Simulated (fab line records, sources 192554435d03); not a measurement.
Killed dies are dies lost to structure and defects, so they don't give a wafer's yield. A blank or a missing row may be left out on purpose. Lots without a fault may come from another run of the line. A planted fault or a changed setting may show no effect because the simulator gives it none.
Chamber matching | flow n5_finfet | N5_BEOL_M7_CURE_74 on uv_cure-03: 3 sister chambers
The step cures SiCOH lowk, time 240 s. 6 wafers are shown with their chamber, then 11 later ones without.

WAFERS WITH THEIR CHAMBER
wafer  | chamber | wafer_temp_C_max | lamp_power_pct (%)
L079.4 | 0       | 386.9            | 52.22
L079.6 | 0       | 386.8            | 52.24
L080.4 | 1       | 386.8            | 52.33
L080.5 | 1       | 386.7            | 52.16
L085.5 | 2       | 388.3            | 52.29
L084.2 | 2       | 387.7            | 52.39

WAFERS WITHOUT THEIR CHAMBER
wafer  | wafer_temp_C_max | lamp_power_pct (%)
L084.4 | 387.6            | 52.25
L084.6 | 387.4            | 52.33
L086.3 | 386.2            | 52.32
L086.4 | 386.2            | 52.31
L086.6 | 386.1            | 52.32
L090.3 | 387.1            | 52.30
L090.4 | 387.4            | 52.22
L090.6 | 387.0            | 52.28
L093.1 | 387.0            | 52.26
L093.5 | 387.7            | 52.31
L093.6 | 387.1            | 52.36

WHICH CHAMBER EACH WENT THROUGH
wafer  | from the rows above          | in truth
L084.4 | can't be placed: 2 or 0 or 1 | 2
L084.6 | can't be placed: 2 or 0 or 1 | 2
L086.3 | can't be placed: 1 or 0      | 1
L086.4 | can't be placed: 1 or 0      | 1
L086.6 | can't be placed: 1 or 0      | 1
L090.3 | can't be placed: 0 or 1      | 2
L090.4 | can't be placed: 0 or 1 or 2 | 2
L090.6 | can't be placed: 0 or 1      | 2
L093.1 | can't be placed: 0 or 1      | 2
L093.5 | 2                            | 2
L093.6 | can't be placed: 0 or 1 or 2 | 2
Placed correctly: 1 of 11. Can't be placed from these rows: 10 (the true chamber is among the candidates in 7). Placed wrongly: 0.
How it was worked out, from the rows above alone: a wafer's distance from a chamber is the root of the sum, over the readings, of the square of ((its reading less the chamber's mean) divided by the reading's scatter). The wafer belongs to the nearest chamber; if the next one is less than 2 further off, it can't be placed. A chamber's mean is the mean of its shown wafers. The scatter: the root of (the sum of the squares of (reading less its chamber's mean) over the shown wafers, divided by (wafers less chambers)).
